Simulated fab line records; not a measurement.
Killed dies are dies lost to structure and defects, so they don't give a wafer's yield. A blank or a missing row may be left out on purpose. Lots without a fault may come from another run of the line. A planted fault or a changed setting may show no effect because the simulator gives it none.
What tool caused it? ; flow nandHarc ; Sampling: 6 lots, 18 wafers, 5 of 1302 route steps

== WHAT THE GAUGES SHOWED, per wafer ==
NHARC_END_SORT_01.
lot;measured;on;killedAtArray
L174;day 33 16:25;prober-01;565 64 75

== WHAT TOOL EACH LOT RAN ON (gives the tool, then ch and the chambers of the sampled wafers, and finally the start) ==
lot;NHARC_A_CONTACT_ETCH_75;NHARC_A_CONTACT_ETCH_126;NHARC_A_CONTACT_ETCH_129;NHARC_A_CONTACT_ETCH_130
L157;rieDiel-11 ch 0,1, day 23 05:51;harCapEtch-03 ch 0,1, day 23 07:56;harCapEtch-03 ch 0,1, day 23 08:28;harCapEtch-03 ch 0,1, day 23 08:38
L158;rieDiel-11 ch 0,1,2, day 23 07:13;harCapEtch-01 ch 0,1, day 23 09:34;harCapEtch-01 ch 0,1, day 23 10:06;harCapEtch-01 ch 0,1, day 23 10:17
L163;rieDiel-11 ch 0,2, day 25 16:39;harCapEtch-01 ch 0,1, day 25 18:47;harCapEtch-01 ch 0,1, day 25 19:19;harCapEtch-01 ch 0,1, day 25 19:30
L165;rieDiel-10 ch 0,1,3, day 26 10:43;harCapEtch-02 ch 0,1, day 26 12:57;harCapEtch-02 ch 0,1, day 26 13:29;harCapEtch-02 ch 0,1, day 26 13:40
L167;rieDiel-10 ch 0,1, day 28 10:18;harCapEtch-03 ch 0,1, day 28 12:28;harCapEtch-03 ch 0,1, day 28 13:10;harCapEtch-03 ch 0,1, day 28 13:24
L174;rieDiel-11 ch 1,3, day 30 06:49;harCapEtch-02 ch 0,1, day 30 08:38;harCapEtch-02 ch 0,1, day 30 09:10;harCapEtch-02 ch 0,1, day 30 09:21
- NHARC_A_CONTACT_ETCH_75: etches the open film in CF4, target depth 39 nm, time 65 s.
- NHARC_A_CONTACT_ETCH_126: etches the open film in C4F8/O2/Ar, time 197 s, target depth 1918 nm.
- NHARC_A_CONTACT_ETCH_129: etches the open film in C4F8/O2/Ar, time 197 s, target depth 1918 nm.
- NHARC_A_CONTACT_ETCH_130: etches the open film in C4F8/O2/Ar, time 197 s, target depth 1918 nm.

== THE ANSWER, worked out from the rows above alone ==
Rule: the lots themselves supply what counts as usual. Put in order of their means at a reading, lots are off if they are a third of the lots or fewer, leave a main group of 4 or more, and stand apart from it by a gap of 3 or more times the standard deviation of the main group's means; of several such gaps the widest counts. Not used: any main group whose means are identical at the precision the tables above print for the reading. Also off: a lot with no number at a reading for which 4 or more lots have one. The other lots that the step has rows for count as sound.
Across all readings shown, no lot is off: no conclusion can be drawn from this.

== WHAT WAS PUT IN BY THE SIMULATOR ==
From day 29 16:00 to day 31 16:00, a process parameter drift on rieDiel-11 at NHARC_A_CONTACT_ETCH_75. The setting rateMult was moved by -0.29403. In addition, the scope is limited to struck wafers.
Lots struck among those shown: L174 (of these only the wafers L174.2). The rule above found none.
